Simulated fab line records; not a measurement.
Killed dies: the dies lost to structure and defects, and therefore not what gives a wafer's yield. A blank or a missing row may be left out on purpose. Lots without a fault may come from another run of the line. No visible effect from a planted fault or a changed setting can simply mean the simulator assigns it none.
Matching of chambers	flow nand-harc	NHARC_A_SLIT_DEP_25 on pecvd-02: 3 sister chambers
The step deposits SiO2, target thk 200 nm. 3 wafers are shown with their chamber, then 8 later ones without.

## EACH WAFER AND ITS CHAMBER
wafer	chamber	throttle-valve-pct (%)
L085.6	2	15.6
L084.4	1	15.4
L086.1	0	16.2

## WAFERS WITH NO CHAMBER GIVEN
wafer	throttle-valve-pct (%)
L086.2	15.7
L086.4	15.6
L092.1	15.7
L092.4	15.9
L092.6	15.7
L097.1	16.4
L097.4	16.3
L097.6	15.7

## WHICH CHAMBER EACH WENT THROUGH
wafer	from the rows above	in truth
L086.2	can't be placed: 2 or 1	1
L086.4	can't be placed: 2 or 1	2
L092.1	can't be placed: 2 or 1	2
L092.4	can't be placed: 0 or 2 or 1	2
L092.6	can't be placed: 2 or 1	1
L097.1	0	0
L097.4	0	0
L097.6	can't be placed: 2 or 1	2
Correct placement for 2 of the 8. Cannot be placed on the basis of these rows: 6; the candidates contain the true chamber in 6. 0 placed wrongly.
How it was worked out, from the rows above alone: a wafer's distance from a chamber is the root of the sum, over the readings, of the square of ((its reading less the chamber's mean) divided by the reading's scatter). The wafer belongs to the nearest chamber; if the next one is less than 2 further off, it can't be placed. For every chamber, the mean is computed from those of its wafers that are shown. The scatter: with one shown wafer a chamber, the root of the mean of the squares of how far each hidden wafer lies from its nearest shown one.
